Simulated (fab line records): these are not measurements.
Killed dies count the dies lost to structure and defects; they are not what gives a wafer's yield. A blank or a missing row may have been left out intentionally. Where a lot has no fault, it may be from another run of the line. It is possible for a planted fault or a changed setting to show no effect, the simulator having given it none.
Comparing a struck lot with a sound one	flow nand-harc	15 out of 1159 route steps
Sound: wafers L919.3, L919.5, L919.6. Struck: wafer L930.5 (left out: L930.1, L930.6 of the same lot, which were not struck); the cause appears at the end.
Per side, at each step with rows, come the tool, then ch with its chambers, and then its first start. Under that, the readings that differ: sound wafers	struck wafers	difference of the means	sigmas: that difference in standard deviations of wafers without a fault.
alike: readings with means less than 2 such deviations apart, plus words and numbers identical on both sides. not compared: withheld readings, readings lacking a value on some wafer, bounds such as >300 that could conceal the same value, and numbers that have no deviation in the record and whose values overlap.
A row with sigmas, a row that says differs or no value, or rows on one side alone: a step with any of these is where the two part. When numbers do not overlap yet have no deviation, they are printed without sigmas and do not part them. Lack of a reading on every wafer of one side parts them only where that side has two or more wafers.

first, 7 steps without rows for these wafers: NHARC_A_SLIT_HMDS_02 (time 30 s); NHARC_A_SLIT_COAT_03 (resist thk 90 nm); NHARC_A_SLIT_SOFTBAKE_04 (time 55 s); NHARC_A_SLIT_EBR_05; NHARC_A_SLIT_EXPOSE_06 (exposes mask SLIT); NHARC_A_SLIT_PEB_07 (peb time 65 s); NHARC_A_SLIT_DEVELOP_08 (develop time 35 s).
NHARC_A_SLIT_CD_MEAS_09: the cd target is 300 nm.
  sound on cd-sem-02 ch 0, day 14 04:01; struck on cd-sem-02 ch 0, day 17 06:24
reading	sound	struck	difference	sigmas
cd-nm (nm)	301.0 300.0 300.5	299.1	-1.4	-3
NHARC_A_SLIT_OVL_MEAS_10:
  sound: overlay-01 at day 14 04:07; struck: overlay-01 at day 17 06:30
reading	sound	struck	difference	sigmas
overlay-y-nm (nm)	1.0 1.3 1.6	-0.5	-1.8	-2
  alike: overlay-x-nm
NHARC_A_SLIT_INSPECT_11:
  sound: defect-inspect-02 at day 14 04:09; struck: defect-inspect-01 at day 17 06:32
reading	sound	struck	difference	sigmas
raw-defect-count	13 13 14	39	+26	+2
NHARC_A_SLIT_DESCUM_14: chemistry O2, time 3 s.
  sound on rie-diel-13 ch 2,3, day 14 04:13; struck on rie-diel-13 ch 1, day 17 06:37
  alike: drypump-motor-current-A, oes-product-au, rf-vpp-V, showerhead-plenum-p-Torr, throttle-valve-pct
  not compared: rf-hours-counter-h
NHARC_A_SLIT_ETCH_24: etches the open film in CF4/CHF3, target depth 121 nm, time 60.5 s.
  sound on rie-diel-13 ch 1,2, day 14 04:18; struck on rie-diel-13 ch 2, day 17 06:41
  alike: drypump-motor-current-A, oes-product-au, rf-vpp-V, showerhead-plenum-p-Torr, throttle-valve-pct
  not compared: rf-hours-counter-h
NHARC_A_SLIT_ETCH_15: etches the open film in O2/COS, target depth 3200 nm, time 832 s.
  sound on rie-diel-13 ch 0,2,3, day 14 04:30; struck on rie-diel-13 ch 0, day 17 06:46
reading	sound	struck	difference	sigmas
oes-product-au (a.u.)	0.995 1.013 1.013	0.832	-0.175	-20
  alike: drypump-motor-current-A, rf-vpp-V, showerhead-plenum-p-Torr, throttle-valve-pct
  not compared: rf-hours-counter-h
NHARC_A_SLIT_ETCH_17: etches the open film in C4F8/O2/Ar, time 1687.5 s, target depth 10100 nm.
  sound on har-etch-02 ch 0,1, day 14 13:38; struck on har-etch-01 ch 1, day 17 07:37
  alike: drypump-motor-current-A, esc-clamp-current-uA, showerhead-plenum-p-Torr, throttle-valve-pct
  not compared: rf-hours-counter-h
-- record jumps: 5 days between struck wafers' starts before vs after; left off in module A_SLIT, resumes in module END, first step shown is number 1159 of the route --
NHARC_END_SORT_01:
  sound on prober-01 ch 0, day 19 13:14; struck on prober-01 ch 0, day 22 05:41
reading	sound	struck	difference	sigmas
killed-at-array	35 27 24	673	+644	+59
killed-dies	36 30 24	677	+647	+59
  alike: killed-at-other, killed-at-periphery, killed-open, killed-short

WHERE THEY PART
First at NHARC_A_SLIT_CD_MEAS_09; last, within this record, at NHARC_END_SORT_01.

WHY: the cause the simulator had injected
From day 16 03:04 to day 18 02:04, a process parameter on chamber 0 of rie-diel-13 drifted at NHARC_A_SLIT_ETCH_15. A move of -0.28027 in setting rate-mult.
